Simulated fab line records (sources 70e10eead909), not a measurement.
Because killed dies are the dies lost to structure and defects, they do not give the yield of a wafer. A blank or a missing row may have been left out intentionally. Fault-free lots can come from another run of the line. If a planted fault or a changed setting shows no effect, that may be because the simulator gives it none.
fab line records	flow nand-harc
record: lots: 7	wafers: 21	last-day: 24
route steps=1159 shown A_STAIRCASE@664
lots that met no fault: from a run of the same line without faults
start-h: the number of hours between the record's first day and the start of the first shown wafer of the lot	wait-h: hours from the lot's prior step to this one	" the same as in the row above	L1.1+2: several wafers, shown together as one row	- either no value or no given start	* or withheld: withheld	< > ~ a bound
route shown NAME@n: names a module that has steps shown in the file, with the first one's number in the route	usual: mean/standard deviation of fault-free wafers	same: alike in all rows	chamber/n: place in a boat	sites: the reading at each site	_std_site: how widely they spread, as a standard deviation	_edge_site: outer sites' mean less inner sites'	radius-mm: how far each site lies from the wafer's centre	mask NAME#n: copy n	behind: the most recent tool/chamber to have shaped the wafer	hold: what put the lot on hold/how long, in hours/how the hold closed	device: transistor that didn't switch, given as n, p or np	end of line: the tests these same wafers got at the end of their route	for a step that has no rows: nothing shown but its recipe	killed: dies lost to structure and defects at the first sort, not the wafer's yield	map: shows each die of a wafer: x if killed, . if not, _ if none is there
set.NAME: the run value of the setting; set.NAME@STEP: its run value at that earlier step	model.NAME: the simulator's own value behind a step, which no gauge read
lots seen at some steps along the route; tables by step, rows by wafer
services: the hour from which a tool's chamber was out of use, counted from the record's first day as start-h (under 0 if before that day), plus the number of hours and why
== steps ==
step: NHARC_A_STAIRCASE_DESCUM_291
recipe: time-s: 3	o2-flow-sccm: 200	ar-flow-sccm: 0	bias-power-w: 0	chemistry: O2
usual: drypump-motor-current-A: 5.6/0.48	oes-product-au: 1.000/0.0072	rf-vpp-V: 57.7/0.92	showerhead-plenum-p-Torr: 1.89/0.084	throttle-valve-pct: 11.311/0.0079
lot.wafer	tool	chamber	start-h	wait-h	drypump-motor-current-A	oes-product-au	rf-hours-counter-h	rf-vpp-V	showerhead-plenum-p-Torr	throttle-valve-pct
L847.4	rie-diel-12	3	263.20	-	5.9	1.001	18	57.9	1.99	11.316
L847.2	"	0	"	"	5.7	0.998	16	58.3	1.91	11.314
L847.5	"	3	"	"	5.9	1.002	-	57.7	1.99	11.316
L850.4	rie-diel-12	1	274.13	-	5.0	0.984	18	59.0	1.82	11.318
L850.2	"	3	"	"	6.0	0.993	21	59.2	1.99	11.314
L850.1	"	0	"	"	5.7	1.002	19	58.5	1.91	11.306
L853.3	rie-diel-11	0	291.83	-	5.1	1.006	37	56.6	1.78	11.322
L853.1	"	2	"	"	4.8	0.992	37	57.5	2.01	11.310
L853.2	"	3	"	"	5.9	0.998	38	58.0	2.04	11.310
L852.4	rie-diel-12	3	292.12	-	6.0	0.987	26	58.0	1.99	11.297
L852.3	"	0	"	"	5.7	0.993	25	56.9	1.91	11.306
L852.2	"	1	"	"	5.0	0.986	24	58.3	1.82	11.297
L854.2	rie-diel-04	0	310.43	-	5.0	0.992	5	56.0	1.79	11.315
L854.1	"	1	"	"	6.2	0.996	1	56.0	1.84	11.304
L854.5	"	3	"	"	5.2	0.997	-	58.9	1.99	11.309
L866.4	rie-diel-12	3	366.54	-	5.9	0.994	55	57.2	1.98	11.317
L866.2	"	0	"	"	5.7	1.001	54	56.4	1.90	11.302
L866.6	"	3	"	"	6.0	0.994	-	57.5	1.98	11.307
L869.4	rie-diel-12	3	391.19	-	5.9	1.014	1	58.5	1.98	11.321
L869.1	"	0	"	"	5.7	1.001	1	59.4	1.90	11.310
L869.5	"	0	"	"	5.7	1.000	-	57.9	1.90	11.298
step: NHARC_A_STAIRCASE_ETCH_292
recipe: cf4-flow-sccm: 100	chf3-flow-sccm: 30	ar-flow-sccm: 0	rf-w: 500	bias-w: 200	chemistry: CF4/CHF3
usual: drypump-motor-current-A: 5.6/0.47	oes-product-au: 0.949/0.023	rf-vpp-V: 370.2/2.3	showerhead-plenum-p-Torr: 1.56/0.066	throttle-valve-pct: 16.802/0.0094
lot.wafer	tool	chamber	start-h	wait-h	drypump-motor-current-A	oes-product-au	rf-hours-counter-h	rf-vpp-V	showerhead-plenum-p-Torr	throttle-valve-pct
L847.2	rie-diel-12	3	263.29	0.1	5.9	0.924	18	374.2	1.63	16.773
L847.4	"	0	"	"	5.7	0.918	16	370.1	1.57	16.805
L847.5	"	3	"	"	5.9	0.930	-	373.9	1.63	16.808
L850.4	rie-diel-12	3	274.27	0.1	5.9	0.965	22	373.7	1.63	16.783
L850.2	"	0	"	"	5.7	0.938	20	370.2	1.57	16.794
L850.1	"	1	"	"	5.0	0.939	18	368.3	1.50	16.803
L853.1	rie-diel-11	0	291.93	0.1	5.0	0.972	37	367.9	1.47	16.795
L853.2	"	1	"	"	6.4	0.966	38	367.6	1.50	16.809
L853.3	"	2	"	"	4.8	0.989	37	372.4	1.65	16.806
L852.2	rie-diel-12	1	292.20	0.1	5.0	0.923	24	368.2	1.50	16.802
L852.4	"	2	"	"	5.7	0.926	25	371.9	1.57	16.819
L852.3	"	0	"	"	5.7	0.919	25	370.3	1.57	16.823
L854.1	rie-diel-04	0	310.50	0.1	5.0	0.955	5	367.2	1.48	16.820
L854.2	"	1	"	"	6.2	0.963	1	369.2	1.52	16.790
L854.5	"	0	"	"	5.0	0.956	-	368.8	1.48	16.807
L866.2	rie-diel-12	2	366.63	0.1	5.8	0.921	54	369.7	1.56	16.812
L866.4	"	3	"	"	5.9	0.935	55	372.0	1.62	16.806
L866.6	"	2	"	"	5.8	0.916	-	369.9	1.56	16.797
L869.1	rie-diel-12	1	391.36	0.2	5.0	0.940	1	368.0	1.49	16.803
L869.4	"	2	"	"	5.7	0.956	1	369.7	1.56	16.795
L869.5	"	3	"	"	5.9	0.942	-	372.2	1.62	16.809
step: NHARC_A_STAIRCASE_HM_OPEN_460
recipe: o2-flow-sccm: 400	cos-flow-sccm: 20	ar-flow-sccm: 0	rf-w: 500	bias-w: 300	chemistry: O2/COS
usual: drypump-motor-current-A: 5.6/0.48	oes-product-au: 1.000/0.0073	rf-vpp-V: 466.9/2.8	showerhead-plenum-p-Torr: 3.11/0.13	throttle-valve-pct: 28.329/0.0094
lot.wafer	tool	chamber	start-h	wait-h	drypump-motor-current-A	oes-product-au	rf-hours-counter-h	rf-vpp-V	showerhead-plenum-p-Torr	throttle-valve-pct
L847.4	rie-diel-12	2	-	-	5.7	0.997	17	466.3	3.12	28.331
L847.2	"	1	"	"	5.0	1.000	15	464.6	2.98	28.340
L847.5	"	3	"	"	5.9	1.001	-	468.2	3.24	28.341
L850.2	rie-diel-12	2	-	-	5.7	1.004	20	465.8	3.12	28.329
L850.4	"	3	"	"	6.0	1.003	22	469.3	3.24	28.329
L850.1	"	0	"	"	5.7	0.997	20	468.9	3.12	28.329
L853.1	rie-diel-11	3	-	-	5.9	0.996	38	472.1	3.32	28.345
L853.2	"	0	"	"	5.1	1.007	37	462.6	2.92	28.317
L853.3	"	2	"	"	4.8	1.011	37	471.2	3.27	28.322
L852.2	rie-diel-12	0	-	-	5.7	0.999	25	466.5	3.12	28.331
L852.3	"	1	"	"	5.0	0.995	24	466.4	2.97	28.333
L852.4	"	2	"	"	5.8	0.998	25	466.9	3.12	28.326
L854.2	rie-diel-04	3	-	-	5.3	1.000	5	468.8	3.23	28.343
L854.1	"	0	"	"	5.0	1.008	5	462.1	2.94	28.319
L854.5	"	0	"	"	5.0	1.005	-	464.0	2.93	28.324
L866.2	rie-diel-12	3	-	-	5.9	1.003	55	468.3	3.22	28.320
L866.4	"	0	"	"	5.7	1.000	54	465.6	3.10	28.321
L866.6	"	2	"	"	5.8	0.994	-	465.6	3.10	28.344
L869.1	rie-diel-12	3	-	-	6.0	1.001	1	469.4	3.22	28.312
L869.4	"	1	"	"	5.0	0.991	1	461.7	2.95	28.337
L869.5	"	0	"	"	5.8	1.002	-	467.2	3.10	28.337
step: NHARC_A_STAIRCASE_STRIP_461
recipe: o2-flow-sccm: 400	cos-flow-sccm: 20	ar-flow-sccm: 0	bias-w: 0	chemistry: O2/COS
step: NHARC_A_STAIRCASE_ETCH_452
recipe: target-depth-a: 300	overetch-a: 30	time-s: 16.5	ion-energy-ev: 100	cf4-flow-sccm: 80	o2-flow-sccm: 20	ar-flow-sccm: 0	rf-w: 300	bias-w: 100	chemistry: CF4/O2
usual: drypump-motor-current-A: 5.6/0.49	oes_o_777_au: 1.000/0.0049	oes-product-au: 1.001/0.0074	rf-vpp-V: 197.5/1.5	showerhead-plenum-p-Torr: 1.32/0.057	throttle-valve-pct: 13.396/0.01
lot.wafer	tool	chamber	start-h	wait-h	drypump-motor-current-A	oes_o_777_au	oes-product-au	rf-hours-counter-h	rf-vpp-V	showerhead-plenum-p-Torr	throttle-valve-pct
L847.4	rie-diel-12	3	-	-	6.0	1.004	1.000	18	198.5	1.39	13.399
L847.2	"	1	"	"	5.0	1.006	1.001	15	196.9	1.27	13.395
L847.5	"	2	"	"	5.8	1.001	0.998	-	198.5	1.34	13.401
L850.4	rie-diel-12	3	-	-	6.0	0.993	0.997	22	198.4	1.39	13.371
L850.1	"	0	"	"	5.7	1.004	1.004	20	198.8	1.33	13.406
L850.2	"	2	"	"	5.8	1.002	1.010	20	198.4	1.34	13.394
L853.1	rie-diel-11	0	-	-	5.1	1.000	1.003	37	195.2	1.24	13.410
L853.3	"	2	"	"	4.8	0.993	0.992	37	199.0	1.40	13.394
L853.2	"	3	"	"	5.9	0.995	1.007	38	199.5	1.42	13.399
L852.2	rie-diel-12	0	-	-	5.8	1.005	0.999	25	198.5	1.33	13.400
L852.3	"	2	"	"	5.8	0.995	1.002	26	196.9	1.33	13.410
L852.4	"	3	"	"	5.9	0.997	0.997	26	197.9	1.39	13.402
L854.1	rie-diel-04	1	-	-	6.2	0.995	1.011	1	195.5	1.28	13.392
L854.2	"	3	"	"	5.3	0.998	1.010	5	199.1	1.38	13.413
L854.5	"	1	"	"	6.1	0.999	1.005	-	197.9	1.28	13.399
L866.2	rie-diel-12	3	-	-	5.9	0.994	0.992	55	199.3	1.38	13.401
L866.4	"	0	"	"	5.7	0.992	1.001	54	197.4	1.33	13.400
L866.6	"	2	"	"	5.8	0.992	1.002	-	197.8	1.33	13.405
L869.1	rie-diel-12	1	-	-	5.0	1.001	1.004	1	196.1	1.26	13.390
L869.4	"	2	"	"	5.8	1.001	1.009	1	198.3	1.33	13.396
L869.5	"	1	"	"	5.0	1.000	0.986	-	196.7	1.26	13.393
step: NHARC_A_STAIRCASE_ETCH_294
recipe: target-depth-a: 49920	time-s: 1212.4	ion-energy-ev: 800	c4f8-flow-sccm: 80	o2-flow-sccm: 60	ar-flow-sccm: withheld	rf-w: 600	bias-w: 3000	chemistry: C4F8/O2/Ar
usual: oes-product-au: 0.935/0.011	rf-vpp-V: 1826/11
lot.wafer	tool	chamber	start-h	wait-h	oes-product-au	rf-hours-counter-h	rf-vpp-V
L847.2	rie-diel-12	1	-	-	0.926	15	1813
L847.4	"	2	"	"	0.931	17	1829
L847.5	"	0	"	"	0.939	-	1827
L850.2	rie-diel-12	2	-	-	0.950	21	1827
L850.4	"	3	"	"	0.933	22	1835
L850.1	"	0	"	"	0.940	20	1827
L853.3	rie-diel-11	2	-	-	0.937	37	1838
L853.2	"	0	"	"	0.945	37	1809
L853.1	"	1	"	"	0.947	39	1815
L852.2	rie-diel-12	3	-	-	0.923	27	1835
L852.4	"	1	"	"	0.917	24	1814
L852.3	"	2	"	"	0.928	26	1827
L854.1	rie-diel-04	0	-	-	0.939	5	1812
L854.2	"	2	"	"	0.925	5	1821
L854.5	"	0	"	"	0.926	-	1811
L866.4	rie-diel-12	1	-	-	0.914	53	1812
L866.2	"	3	"	"	0.934	55	1835
L866.6	"	2	"	"	0.930	-	1826
L869.4	rie-diel-12	0	-	-	0.932	1	1825
L869.1	"	2	"	"	0.935	1	1824
L869.5	"	3	"	"	0.929	-	1835
step: NHARC_A_STAIRCASE_STRIP_295
recipe: o2-flow-sccm: 500	ar-flow-sccm: 0	bias-w: 0	chemistry: O2
step: NHARC_A_STAIRCASE_STRIP_296
recipe: time-s: 900	temp-c: 130	chemistry: SPM
step: NHARC_A_STAIRCASE_PRECLEAN_297
recipe: time-s: *	temp-c: 50	bath-age-min: 0	chemistry: SC1
step: NHARC_A_STAIRCASE_SRD_298
step: NHARC_A_STAIRCASE_HM_DEP_462
recipe: target-thk-a: 8000	temp-c: 400	material: aC
step: NHARC_A_STAIRCASE_DEP_301
recipe: target-thk-a: 300	target-thk-nm: 30	temp-c: 400	pressure-torr: 3.5	flow-sccm: 200	rf-w: 350	material: SiON
usual: heater-power-w: 776/94	rf-fwd-power-W: 348.5/1.1	showerhead-vpp-V: 1165/60
lot.wafer	tool	chamber	start-h	wait-h	heater-power-w	rf-fwd-power-W	showerhead-vpp-V
L847.2	pecvd-03	2	267.47	1.4	935	351.4	1343
L847.5	"	0	"	"	654	348.2	1131
L847.4	"	2	"	"	954	349.5	1316
L850.2	pecvd-04	0	278.53	1.2	859	348.4	1148
L850.1	"	2	"	"	746	347.3	1097
L850.4	"	0	"	"	842	349.0	1149
L853.2	pecvd-04	1	301.02	1.8	800	489.7	1385
L853.1	"	2	"	"	720	487.9	1304
L853.3	"	0	"	"	804	489.4	1342
L852.3	pecvd-04	0	301.22	1.6	742	489.2	1352
L852.2	"	1	"	"	801	487.9	1387
L852.4	"	1	"	"	807	487.1	1372
L854.1	pecvd-04	2	314.62	1.6	736	487.5	1321
L854.2	"	1	"	"	792	487.9	1405
L854.5	"	2	"	"	725	486.4	1283
L866.2	pecvd-01	0	372.39	1.3	641	347.7	1198
L866.4	"	1	"	"	718	349.6	1174
L866.6	"	2	"	"	875	348.3	1168
L869.1	pecvd-01	0	395.94	1.5	696	348.0	1181
L869.4	"	1	"	"	774	348.0	1173
L869.5	"	2	"	"	849	351.9	1159
step: NHARC_A_STAIRCASE_DEHYDRATE_302
recipe: temp-c: 150	time-s: 120
== services ==
tool	chamber	start-h	hours	kind
pecvd-03	1	258.94	2.9	repair
rie-diel-12	0	260.53	-	clean
rie-diel-12	1	260.53	-	clean
rie-diel-12	2	260.53	-	clean
rie-diel-12	3	260.53	-	clean
pecvd-04	1	277.06	12.1	repair
rie-diel-12	0	285.24	-	clean
rie-diel-12	1	285.24	-	clean
rie-diel-12	2	285.24	-	clean
rie-diel-12	3	285.24	-	clean
rie-diel-04	-	288.90	9.0	pm
pecvd-03	-	292.36	13.0	pm
rie-diel-12	0	310.56	-	clean
rie-diel-12	1	310.56	-	clean
rie-diel-12	2	310.56	-	clean
rie-diel-12	3	310.56	-	clean
pecvd-03	-	323.59	2.8	repair
rie-diel-12	0	335.67	-	clean
rie-diel-04	2	362.65	7.9	repair
rie-diel-11	2	363.14	3.9	repair
rie-diel-11	-	366.82	9.0	pm
pecvd-04	-	376.48	13.0	pm
rie-diel-12	-	379.69	9.0	pm
rie-diel-04	3	381.53	3.7	repair
== key ==
first-sign: step: NHARC_A_STAIRCASE_DEP_301	reading: rf-fwd-power-W	direction: up	sigmas: 99+	usual: *	struck: *
effect: step: NHARC_A_STAIRCASE_DEP_301	reading: showerhead-vpp-V	direction: up	sigmas: 3.1	usual: 1165	struck: 1350
met-at NHARC_A_STAIRCASE_DEP_301
struck-wafers L852.2,L852.3,L852.4,L853.1,L853.2,L853.3,L854.1,L854.2,L854.5
tester-left-out L852,L853,L854
fault: kind: process-parameter-drift	tool: pecvd-04	chamber: -	onset-h: 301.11	steps: NHARC_A_STAIRCASE_DEP_301	channel: rf-w	offset: *	shape: step	end-h: 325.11	acts-in: *	stated: *
tester-left-out: of these lots the tester's yield and bins aren't shown, on N5 and GAA mostly nor the transistor test; their killed dies are dies lost to structure and defects alone, not to doping, threshold or leakage, so they don't give the yield
